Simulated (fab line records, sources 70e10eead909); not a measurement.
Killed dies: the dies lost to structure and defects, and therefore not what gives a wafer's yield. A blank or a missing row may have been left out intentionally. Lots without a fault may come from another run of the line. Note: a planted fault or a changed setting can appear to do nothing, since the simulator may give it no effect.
fab line records + flow nand_harc
[record]
- lots = 6
- wafers = 18
- last_day = 32
route steps=1302 shown A_CHANNEL_HOLE_D1@455 END@1302
lots with no fault: from the same line, run without faults
start_h: start of the lot's first displayed wafer, in hours after the record's first day + wait_h: hours elapsed since this lot's preceding step + " identical to the entry in the row above + L1.1+2: a row that stands for several wafers + - no value, or no start was given + * or withheld: withheld + < > ~ a bound
route shown NAME@n: names a module that has steps shown in the file, with the first one's number in the route + usual: average and standard deviation across the fault-free wafers + same: alike in all rows + chamber/n: place in a boat + sites: per-site readings + _std_site: the standard deviation of these + _edge_site: the outer-site mean with the inner-site mean subtracted + radius_mm: how far each site lies from the wafer's centre + mask NAME#n: copy n + behind: tool/chamber where the wafer was last shaped + hold: reason for holding the lot/hours on hold/outcome of the hold + device: the n, p or np transistor that did not switch + end of line: at the end of the route, the tests of the same wafers + a step with no rows: only its recipe + killed: dies that structure and defects cost at the first sort, which is not the same as the wafer's yield + map: shows each die of a wafer: x if killed, . if not, _ if none is there
set.NAME: the setting the step ran with; set.NAME@STEP: the setting that earlier step ran with + model.NAME: the simulator's own value behind a step, which no gauge read
lots seen at some steps along the route; tables by step, rows by wafer
services: a tool's chamber out of use, with start hour (start_h, from the record's first day; less than 0 if before it), hours out, and reason
[[steps]]
[step NHARC_A_CHANNEL_HOLE_D1_COAT_37]
[recipe]
- temp_c = 225
- time_s = 65
[step NHARC_A_CHANNEL_HOLE_D1_COAT_04]
[recipe]
- spin_rpm = 1500
- resist_thk_nm = 90
[step NHARC_A_CHANNEL_HOLE_D1_SOFTBAKE_05]
[recipe]
- temp_c = 105
- time_s = 55
[step NHARC_A_CHANNEL_HOLE_D1_EBR_06]
[step NHARC_A_CHANNEL_HOLE_D1_EXPOSE_07]
[recipe]
- na = 1.35
- target_cd_nm = 100
- sigma_outer = 0.3
- dose_mj = 59.65
- mask_id = HOLE_D1
[step NHARC_A_CHANNEL_HOLE_D1_PEB_08]
[recipe]
- peb_temp_c = 100
- peb_time_s = 65
[step NHARC_A_CHANNEL_HOLE_D1_DEVELOP_09]
[recipe]
- develop_time_s = 35
- dev_temp_c = 23
[step NHARC_A_CHANNEL_HOLE_D1_CD_MEAS_10]
[recipe]
- target_cd_nm = 100
- landing_energy_ev = 500
[usual]
- cd_nm = 100.0/0.43
| lot.wafer | tool      | chamber | start_h | wait_h | cd_nm |
|-----------|-----------|---------|---------|--------|-------|
| L228.1    | cd_sem-02 | 0       | 178.19  | -      | 100.0 |
| L228.4    | "         | 0       | "       | "      | 100.3 |
| L228.5    | "         | 0       | "       | "      | 100.7 |
| L235.1    | cd_sem-03 | 0       | 255.32  | -      | 100.3 |
| L235.5    | "         | 0       | "       | "      | 100.4 |
| L235.6    | "         | 0       | "       | "      | 99.9  |
| L236.2    | cd_sem-03 | 0       | 266.73  | -      | 100.2 |
| L236.4    | "         | 0       | "       | "      | 99.9  |
| L236.6    | "         | 0       | "       | "      | 99.9  |
| L242.1    | cd_sem-02 | 0       | 324.36  | -      | 100.3 |
| L242.4    | "         | 0       | "       | "      | 99.9  |
| L242.5    | "         | 0       | "       | "      | 99.7  |
| L244.3    | cd_sem-01 | 0       | 329.86  | -      | 100.5 |
| L244.4    | "         | 0       | "       | "      | 100.3 |
| L244.6    | "         | 0       | "       | "      | 100.1 |
| L248.4    | cd_sem-01 | 0       | 375.16  | -      | 99.5  |
| L248.5    | "         | 0       | "       | "      | 100.4 |
| L248.6    | "         | 0       | "       | "      | 99.3  |
[step NHARC_A_CHANNEL_HOLE_D1_OVL_MEAS_11]
[usual]
- overlay_x_nm = 0.0/0.79
- overlay_y_nm = 0.1/0.75
| lot.wafer | tool       | chamber | start_h | wait_h | overlay_x_nm | overlay_y_nm |
|-----------|------------|---------|---------|--------|--------------|--------------|
| L228.1    | overlay-02 | -       | 178.27  | -      | -0.8         | 0.0          |
| L228.4    | "          | -       | "       | "      | -1.2         | -0.1         |
| L228.5    | "          | -       | "       | "      | -1.3         | -0.2         |
| L235.1    | overlay-02 | -       | 255.43  | -      | -0.2         | 0.6          |
| L235.5    | "          | -       | "       | "      | 0.3          | 0.3          |
| L235.6    | "          | -       | "       | "      | 0.2          | 0.2          |
| L236.2    | overlay-01 | -       | 266.83  | -      | 0.1          | 0.8          |
| L236.4    | "          | -       | "       | "      | 0.2          | 1.0          |
| L236.6    | "          | -       | "       | "      | 0.9          | 0.9          |
| L242.1    | overlay-02 | -       | 324.45  | -      | -0.1         | -0.7         |
| L242.4    | "          | -       | "       | "      | -0.4         | -0.3         |
| L242.5    | "          | -       | "       | "      | -0.6         | -0.8         |
| L244.3    | overlay-02 | -       | 329.96  | -      | 0.3          | 1.1          |
| L244.4    | "          | -       | "       | "      | 1.1          | 1.2          |
| L244.6    | "          | -       | "       | "      | 1.4          | 0.9          |
| L248.4    | overlay-01 | -       | 375.24  | -      | 0.5          | 0.3          |
| L248.5    | "          | -       | "       | "      | 0.0          | -0.9         |
| L248.6    | "          | -       | "       | "      | 0.1          | -0.4         |
[step NHARC_A_CHANNEL_HOLE_D1_INSPECT_12]
[usual]
- raw_defect_count = 5.3/2.6
| lot.wafer | tool              | chamber | start_h | wait_h | raw_defect_count |
|-----------|-------------------|---------|---------|--------|------------------|
| L228.1    | defect_inspect-02 | -       | 178.31  | 0.0    | 3                |
| L228.4    | "                 | -       | "       | "      | 6                |
| L228.5    | "                 | -       | "       | "      | 1                |
| L235.1    | defect_inspect-02 | -       | 255.46  | 0.0    | 7                |
| L235.5    | "                 | -       | "       | "      | 5                |
| L235.6    | "                 | -       | "       | "      | 8                |
| L236.2    | defect_inspect-02 | -       | 266.87  | 0.0    | 10               |
| L236.4    | "                 | -       | "       | "      | 10               |
| L236.6    | "                 | -       | "       | "      | 8                |
| L242.1    | defect_inspect-02 | -       | 324.49  | 0.0    | 2                |
| L242.4    | "                 | -       | "       | "      | 1                |
| L242.5    | "                 | -       | "       | "      | 7                |
| L244.3    | defect_inspect-01 | -       | 330.00  | 0.0    | 2                |
| L244.4    | "                 | -       | "       | "      | 7                |
| L244.6    | "                 | -       | "       | "      | 4                |
| L248.4    | defect_inspect-02 | -       | 375.28  | 0.0    | 1                |
| L248.5    | "                 | -       | "       | "      | 6                |
| L248.6    | "                 | -       | "       | "      | 5                |
[step NHARC_A_CHANNEL_HOLE_D1_DESCUM_15]
[recipe]
- time_s = 3
- o2_flow_sccm = 200
- ar_flow_sccm = 0
- bias_power_w = 0
- chemistry = O2
[usual]
- drypump_motor_current_A = 5.7/0.52
- oes_product_au = 1.000/0.0067
- rf_vpp_V = 57.7/0.94
- showerhead_plenum_p_Torr = 1.88/0.085
- throttle_valve_pct = 11.311/0.0098
[same]
- bias_power_w = 0
| lot.wafer | tool        | chamber | start_h | wait_h | drypump_motor_current_A | oes_product_au | rf_hours_counter_h | rf_vpp_V | showerhead_plenum_p_Torr | throttle_valve_pct |
|-----------|-------------|---------|---------|--------|-------------------------|----------------|--------------------|----------|--------------------------|--------------------|
| L228.4    | rie_diel-02 | 3       | 178.43  | 0.1    | 5.9                     | 0.999          | 11                 | 57.8     | 1.98                     | 11.334             |
| L228.1    | "           | 0       | "       | "      | 4.9                     | 0.999          | 11                 | 56.1     | 1.79                     | 11.316             |
| L228.5    | "           | 2       | "       | "      | 5.3                     | 0.999          | -                  | 56.6     | 1.82                     | 11.301             |
| L235.1    | rie_diel-02 | 0       | 255.52  | 0.1    | 4.8                     | 1.002          | 2                  | 58.9     | 1.78                     | 11.318             |
| L235.5    | "           | 0       | "       | "      | 4.8                     | 1.003          | -                  | 57.3     | 1.78                     | 11.312             |
| L235.6    | "           | 1       | "       | "      | 6.4                     | 1.001          | -                  | 58.6     | 1.91                     | 11.297             |
| L236.4    | rie_diel-02 | 0       | 266.93  | 0.1    | 4.8                     | 1.001          | 4                  | 58.9     | 1.78                     | 11.324             |
| L236.2    | "           | 3       | "       | "      | 5.8                     | 1.012          | 3                  | 57.8     | 1.98                     | 11.287             |
| L236.6    | "           | 1       | "       | "      | 6.4                     | 0.986          | -                  | 58.5     | 1.91                     | 11.309             |
| L242.4    | rie_diel-11 | 2       | 324.56  | 0.1    | 6.4                     | 1.008          | 24                 | 56.5     | 1.78                     | 11.308             |
| L242.1    | "           | 0       | "       | "      | 5.6                     | 1.005          | 16                 | 57.7     | 1.89                     | 11.313             |
| L242.5    | "           | 2       | "       | "      | 6.4                     | 0.994          | -                  | 57.4     | 1.77                     | 11.312             |
| L244.3    | rie_diel-02 | 2       | 330.08  | 0.1    | 5.3                     | 0.999          | 8                  | 56.7     | 1.81                     | 11.317             |
| L244.4    | "           | 1       | "       | "      | 6.4                     | 0.989          | -                  | 58.5     | 1.91                     | 11.332             |
| L244.6    | "           | 2       | "       | "      | 5.3                     | 1.005          | -                  | 57.2     | 1.81                     | 11.313             |
| L248.4    | rie_diel-11 | 2       | 375.34  | 0.1    | 6.4                     | 0.995          | 41                 | 58.6     | 1.77                     | 11.310             |
| L248.5    | "           | 2       | "       | "      | 6.4                     | 0.996          | -                  | 59.3     | 1.77                     | 11.307             |
| L248.6    | "           | 3       | "       | "      | 5.4                     | 1.001          | -                  | 58.5     | 1.81                     | 11.302             |
[step NHARC_A_CHANNEL_HOLE_D1_ETCH_38]
[recipe]
- target_depth_a = 390
- over_etch_frac = 0.3
- time_s = 65
- ion_energy_ev = 80
- cf4_flow_sccm = 150
- ar_flow_sccm = 0
- rf_w = 300
- bias_w = 100
- chemistry = CF4
[usual]
- cf4_flow_sccm = 149.9/0.46
- drypump_motor_current_A = 5.7/0.52
- oes_product_au = 0.999/0.0073
- rf_vpp_V = 150.7/1.3
- showerhead_plenum_p_Torr = 1.74/0.073
- throttle_valve_pct = 13.283/0.0099
| lot.wafer | tool        | chamber | start_h | wait_h | cf4_flow_sccm | drypump_motor_current_A | oes_product_au | rf_hours_counter_h | rf_vpp_V | showerhead_plenum_p_Torr | throttle_valve_pct |
|-----------|-------------|---------|---------|--------|---------------|-------------------------|----------------|--------------------|----------|--------------------------|--------------------|
| L228.4    | rie_diel-02 | 0       | 178.51  | 0.1    | 149.7         | 4.8                     | 1.003          | 11                 | 149.9    | 1.66                     | 13.286             |
| L228.1    | "           | 2       | "       | "      | 149.5         | 5.3                     | 1.014          | 10                 | 150.0    | 1.68                     | 13.287             |
| L228.5    | "           | 0       | "       | "      | 149.9         | 4.8                     | 1.012          | -                  | 150.9    | 1.66                     | 13.287             |
| L235.1    | rie_diel-02 | 3       | 255.62  | 0.1    | 150.0         | 5.8                     | 1.009          | 2                  | 151.7    | 1.82                     | 13.279             |
| L235.6    | "           | 1       | "       | "      | 150.2         | 6.4                     | 1.007          | -                  | 150.9    | 1.77                     | 13.280             |
| L235.5    | "           | 2       | "       | "      | 149.8         | 5.3                     | 1.008          | -                  | 149.8    | 1.68                     | 13.285             |
| L236.4    | rie_diel-02 | 0       | 267.02  | 0.1    | 149.0         | 4.9                     | 0.997          | 4                  | 150.5    | 1.66                     | 13.297             |
| L236.2    | "           | 2       | "       | "      | 150.0         | 5.2                     | 1.007          | 4                  | 150.7    | 1.68                     | 13.273             |
| L236.6    | "           | 0       | "       | "      | 149.8         | 4.9                     | 1.003          | -                  | 150.5    | 1.66                     | 13.288             |
| L242.4    | rie_diel-11 | 1       | 324.64  | 0.1    | 149.8         | 5.4                     | 1.005          | 25                 | 152.6    | 1.82                     | 13.275             |
| L242.1    | "           | 3       | "       | "      | 150.4         | 5.4                     | 0.996          | 24                 | 151.3    | 1.68                     | 13.280             |
| L242.5    | "           | 2       | "       | "      | 151.5         | 6.4                     | 0.989          | -                  | 150.9    | 1.65                     | 13.286             |
| L244.3    | rie_diel-02 | 3       | 330.17  | 0.1    | 149.8         | 5.8                     | 1.007          | 7                  | 153.6    | 1.82                     | 13.278             |
| L244.4    | "           | 2       | "       | "      | 149.8         | 5.3                     | 1.008          | -                  | 149.3    | 1.68                     | 13.269             |
| L244.6    | "           | 3       | "       | "      | 149.8         | 5.8                     | 1.010          | -                  | 152.0    | 1.82                     | 13.270             |
| L248.4    | rie_diel-11 | 3       | 375.42  | 0.1    | 150.7         | 5.4                     | 0.999          | 44                 | 151.2    | 1.68                     | 13.302             |
| L248.6    | "           | 3       | "       | "      | 150.2         | 5.4                     | 0.999          | -                  | 149.6    | 1.68                     | 13.267             |
| L248.5    | "           | 0       | "       | "      | 149.5         | 5.5                     | 1.001          | -                  | 152.1    | 1.74                     | 13.290             |
[step NHARC_A_CHANNEL_HOLE_D1_ETCH_39]
[recipe]
- target_depth_a = 2600
- over_etch_frac = 0.3
- time_s = 325
- ion_energy_ev = 200
- n2_flow_sccm = 150
- h2_flow_sccm = 150
- ar_flow_sccm = 0
- rf_w = 400
- bias_w = 150
- chemistry = N2/H2
[usual]
- drypump_motor_current_A = 5.7/0.52
- oes_product_au = 0.999/0.0079
- rf_vpp_V = 429.3/2.6
- showerhead_plenum_p_Torr = 2.00/0.091
- throttle_valve_pct = 14.171/0.0089
| lot.wafer | tool        | chamber | start_h | wait_h | drypump_motor_current_A | oes_product_au | rf_hours_counter_h | rf_vpp_V | showerhead_plenum_p_Torr | throttle_valve_pct |
|-----------|-------------|---------|---------|--------|-------------------------|----------------|--------------------|----------|--------------------------|--------------------|
| L228.4    | rie_diel-02 | 1       | 178.61  | -      | 6.4                     | 1.002          | 10                 | 430.8    | 2.04                     | 14.159             |
| L228.1    | "           | 3       | "       | "      | 5.8                     | 1.003          | 11                 | 432.7    | 2.11                     | 14.168             |
| L228.5    | "           | 1       | "       | "      | 6.4                     | 1.011          | -                  | 430.7    | 2.04                     | 14.178             |
| L235.1    | rie_diel-02 | 0       | 255.77  | -      | 4.9                     | 0.900          | 3                  | 427.1    | 1.90                     | 14.164             |
| L235.6    | "           | 1       | "       | "      | 6.4                     | 0.883          | -                  | 431.2    | 2.04                     | 14.186             |
| L235.5    | "           | 2       | "       | "      | 5.2                     | 0.886          | -                  | 427.2    | 1.93                     | 14.171             |
| L236.4    | rie_diel-02 | 0       | 267.15  | -      | 4.8                     | 0.882          | 4                  | 425.5    | 1.90                     | 14.168             |
| L236.2    | "           | 1       | "       | "      | 6.4                     | 0.887          | 4                  | 431.0    | 2.04                     | 14.169             |
| L236.6    | "           | 3       | "       | "      | 5.8                     | 0.885          | -                  | 431.9    | 2.11                     | 14.171             |
| L242.1    | rie_diel-11 | 1       | 324.73  | -      | 5.4                     | 1.006          | 25                 | 432.8    | 2.11                     | 14.174             |
| L242.4    | "           | 0       | "       | "      | 5.5                     | 0.988          | 16                 | 429.6    | 2.01                     | 14.161             |
| L242.5    | "           | 2       | "       | "      | 6.4                     | 0.994          | -                  | 425.1    | 1.89                     | 14.155             |
| L244.3    | rie_diel-02 | 1       | 330.33  | -      | 6.4                     | 0.991          | 9                  | 431.1    | 2.04                     | 14.171             |
| L244.4    | "           | 3       | "       | "      | 5.8                     | 0.999          | -                  | 431.0    | 2.11                     | 14.162             |
| L244.6    | "           | 1       | "       | "      | 6.4                     | 0.998          | -                  | 432.2    | 2.04                     | 14.176             |
| L248.4    | rie_diel-11 | 2       | 375.54  | -      | 6.4                     | 1.001          | 41                 | 426.1    | 1.88                     | 14.178             |
| L248.5    | "           | 1       | "       | "      | 5.4                     | 0.996          | -                  | 431.9    | 2.10                     | 14.185             |
| L248.6    | "           | 2       | "       | "      | 6.4                     | 0.997          | -                  | 424.7    | 1.88                     | 14.172             |
[step NHARC_A_CHANNEL_HOLE_D1_ETCH_34]
[recipe]
- target_depth_a = 1540
- time_s = 77
- cf4_flow_sccm = 100
- chf3_flow_sccm = 30
- ar_flow_sccm = 0
- rf_w = 500
- bias_w = 200
- chemistry = CF4/CHF3
[usual]
- cf4_flow_sccm = 100.01/0.3
- drypump_motor_current_A = 5.7/0.51
- oes_product_au = 0.948/0.022
- rf_vpp_V = 369.7/2.3
- showerhead_plenum_p_Torr = 1.55/0.067
- throttle_valve_pct = 16.802/0.0091
| lot.wafer | tool        | chamber | start_h | wait_h | cf4_flow_sccm | drypump_motor_current_A | oes_product_au | rf_hours_counter_h | rf_vpp_V | showerhead_plenum_p_Torr | throttle_valve_pct |
|-----------|-------------|---------|---------|--------|---------------|-------------------------|----------------|--------------------|----------|--------------------------|--------------------|
| L228.1    | rie_diel-02 | 0       | -       | -      | 100.11        | 4.8                     | 0.928          | 11                 | 366.0    | 1.47                     | 16.801             |
| L228.4    | "           | 1       | "       | "      | 100.01        | 6.4                     | 0.923          | 11                 | 370.6    | 1.57                     | 16.794             |
| L228.5    | "           | 1       | "       | "      | 100.04        | 6.4                     | 0.930          | -                  | 370.7    | 1.57                     | 16.801             |
| L235.1    | rie_diel-02 | 1       | -       | -      | 99.59         | 6.4                     | 0.965          | 3                  | 368.4    | 1.57                     | 16.793             |
| L235.6    | "           | 3       | "       | "      | 100.03        | 5.8                     | 0.991          | -                  | 373.0    | 1.62                     | 16.806             |
| L235.5    | "           | 0       | "       | "      | 100.49        | 4.9                     | 0.972          | -                  | 368.0    | 1.47                     | 16.806             |
| L236.2    | rie_diel-02 | 2       | -       | -      | 99.99         | 5.3                     | 0.982          | 4                  | 367.8    | 1.50                     | 16.809             |
| L236.4    | "           | 3       | "       | "      | 100.50        | 5.9                     | 0.983          | 3                  | 372.8    | 1.62                     | 16.826             |
| L236.6    | "           | 1       | "       | "      | 99.69         | 6.4                     | 0.965          | -                  | 370.8    | 1.57                     | 16.812             |
| L242.4    | rie_diel-11 | 1       | -       | -      | 100.08        | 5.4                     | 0.957          | 25                 | 371.5    | 1.62                     | 16.814             |
| L242.1    | "           | 2       | "       | "      | 100.08        | 6.4                     | 0.949          | 24                 | 367.2    | 1.47                     | 16.811             |
| L242.5    | "           | 0       | "       | "      | 99.41         | 5.5                     | 0.972          | -                  | 369.9    | 1.56                     | 16.795             |
| L244.3    | rie_diel-02 | 2       | -       | -      | 100.03        | 5.3                     | 0.962          | 8                  | 368.2    | 1.49                     | 16.814             |
| L244.6    | "           | 3       | "       | "      | 100.24        | 5.8                     | 0.957          | -                  | 372.9    | 1.62                     | 16.800             |
| L244.4    | "           | 2       | "       | "      | 100.08        | 5.3                     | 0.955          | -                  | 366.7    | 1.49                     | 16.796             |
| L248.4    | rie_diel-11 | 2       | -       | -      | 100.07        | 6.4                     | 0.946          | 41                 | 366.1    | 1.46                     | 16.798             |
| L248.6    | "           | 3       | "       | "      | 99.98         | 5.4                     | 0.958          | -                  | 366.4    | 1.49                     | 16.796             |
| L248.5    | "           | 0       | "       | "      | 100.20        | 5.5                     | 0.958          | -                  | 370.0    | 1.55                     | 16.795             |
[step NHARC_END_SORT_01]
[recipe]
- temp_c = 25
[usual]
- killed_at_array = 55/17
- killed_at_other = 1.1/1.4
- killed_at_periphery = 3.9/3
- killed_dies = 59/17
- killed_open = 3.5/2
- killed_short = 2.6/1.6
[same]
- gross_dies = 677
| lot.wafer | tool      | chamber | start_h | wait_h | killed_at_array | killed_at_other | killed_at_periphery | killed_dies | killed_open | killed_short |
|-----------|-----------|---------|---------|--------|-----------------|-----------------|---------------------|-------------|-------------|--------------|
| L235.1    | prober-01 | 0       | 635.12  | 2.5    | 77              | 1               | 5                   | 83          | 2           | 1            |
| L235.5    | prober-01 | 0       | 638.33  | 3.7    | 79              | 4               | 9                   | 92          | 7           | 2            |
| L235.6    | prober-01 | 0       | 639.13  | 4.0    | 78              | 0               | 8                   | 86          | 3           | 1            |
| L244.3    | prober-02 | 0       | 720.82  | 3.1    | 69              | 1               | 8                   | 78          | 8           | 2            |
| L244.4    | prober-02 | 0       | 721.62  | 3.4    | 56              | 1               | 2                   | 59          | 5           | 2            |
| L244.6    | prober-02 | 0       | 723.21  | 4.0    | 69              | 0               | 1                   | 70          | 6           | 1            |
// killed by level:class
L235.1 A_SLIT:chamber_film_flake=34 A_CHANNEL_HOLE_D1:chamber_film_flake=18 A_CHANNEL_HOLE_D2:chamber_film_flake=8 A_STAIRCASE:chamber_film_flake=8 P_GATE:chamber_film_flake=3 A_CONTACT:chamber_film_flake=2 A_BLC:chamber_film_flake=2 P_CONTACT:geometric_particle:open=1
L235.5 A_SLIT:chamber_film_flake=34 A_CHANNEL_HOLE_D1:chamber_film_flake=15 A_CHANNEL_HOLE_D2:chamber_film_flake=9 A_STAIRCASE:chamber_film_flake=6 P_ZERO_WELL:chamber_film_flake=4 THIN_TSV:chamber_film_flake=4 P_GATE:chamber_film_flake=3 A_CONTACT:chamber_film_flake=3
L235.6 A_SLIT:chamber_film_flake=32 A_CHANNEL_HOLE_D1:chamber_film_flake=24 A_STAIRCASE:chamber_film_flake=8 A_CHANNEL_HOLE_D2:chamber_film_flake=5 P_GATE:chamber_film_flake=4 A_DECK1_JOINT:chamber_film_flake=2 A_WL_FILL:chamber_film_flake=2 P_STI:geometric_particle:open=1
L244.3 A_SLIT:chamber_film_flake=35 A_CHANNEL_HOLE_D1:chamber_film_flake=25 P_M0:geometric_particle:open=2 P_M0:geometric_particle:short=2 P_M1:geometric_particle:open=2 P_STI:chamber_film_flake=2 A_CHANNEL_FILL_D2:chamber_film_flake=2 A_CONTACT:chamber_film_flake=2
L244.4 A_SLIT:chamber_film_flake=30 A_CHANNEL_HOLE_D1:chamber_film_flake=17 P_CONTACT:geometric_particle:open=2 A_CHANNEL_FILL_D2:geometric_particle:open=2 A_STAIRCASE:chamber_film_flake=2 A_ONON_D1:geometric_particle:short=1 A_CHANNEL_HOLE_D2:geometric_particle:open=1 A_CHANNEL_HOLE_D2:geometric_particle:short=1
L244.6 A_SLIT:chamber_film_flake=32 A_CHANNEL_HOLE_D1:chamber_film_flake=23 A_CONTACT:chamber_film_flake=5 A_SOURCE_PLATE:geometric_particle:open=1 A_ONON_D1:geometric_particle:open=1 A_CHANNEL_FILL_D1:geometric_particle:open=1 A_CHANNEL_FILL_D2:geometric_particle:open=1 A_CHANNEL_FILL_D2:geometric_particle:short=1
[[services]]
| tool        | chamber | start_h | hours | kind       |
|-------------|---------|---------|-------|------------|
| rie_diel-11 | 1       | 156.05  | 28.9  | repair     |
| rie_diel-02 | 1       | 160.45  | 8.5   | repair     |
| rie_diel-02 | 0       | 171.20  | -     | clean      |
| rie_diel-02 | 1       | 171.20  | -     | clean      |
| rie_diel-02 | 2       | 171.20  | -     | clean      |
| rie_diel-02 | 3       | 171.20  | -     | clean      |
| rie_diel-02 | 3       | 189.58  | 1.3   | repair     |
| rie_diel-02 | 0       | 195.70  | -     | clean      |
| rie_diel-02 | 1       | 195.70  | -     | clean      |
| rie_diel-02 | 2       | 195.70  | -     | clean      |
| rie_diel-02 | 3       | 195.70  | -     | clean      |
| rie_diel-02 | 0       | 215.62  | 2.2   | repair     |
| rie_diel-02 | -       | 216.70  | 9.0   | pm         |
| rie_diel-02 | 1       | 216.70  | 9.0   | vent_cycle |
| rie_diel-02 | 2       | 216.70  | 9.0   | vent_cycle |
| rie_diel-02 | 3       | 216.70  | 9.0   | vent_cycle |
| rie_diel-02 | 0       | 225.70  | -     | clean      |
| rie_diel-02 | 1       | 225.70  | -     | clean      |
| rie_diel-02 | 2       | 225.70  | -     | clean      |
| rie_diel-02 | 3       | 228.93  | 2.7   | repair     |
| rie_diel-11 | -       | 257.40  | 9.0   | pm         |
| rie_diel-11 | 0       | 270.23  | 6.3   | repair     |
| rie_diel-02 | 0       | 332.42  | 4.0   | repair     |
| rie_diel-02 | 0       | 367.74  | 19.5  | repair     |
[[key]]
[first_sign]
- step = NHARC_A_CHANNEL_HOLE_D1_ETCH_39
- reading = oes_product_au
- direction = down
- sigmas = 14
- usual = 0.999
- struck = 0.887
effect none on later readings
met_at NHARC_A_CHANNEL_HOLE_D1_ETCH_39
struck_wafers L235.1,L235.5,L235.6,L236.2,L236.4,L236.6
tester_left_out L235,L236
onset_between 178.61 255.77
[fault]
- kind = process_parameter_drift
- tool = rie_diel-02
- chamber = -
- onset_h = 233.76
- steps = NHARC_A_CHANNEL_HOLE_D1_ETCH_39
- channel = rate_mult
- offset = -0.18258
- shape = step
- end_h = 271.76
// tester_left_out: of these lots the tester's yield and bins aren't shown, on N5 and GAA mostly nor the transistor test; their killed dies are dies lost to structure and defects alone, not to doping, threshold or leakage, so they don't give the yield
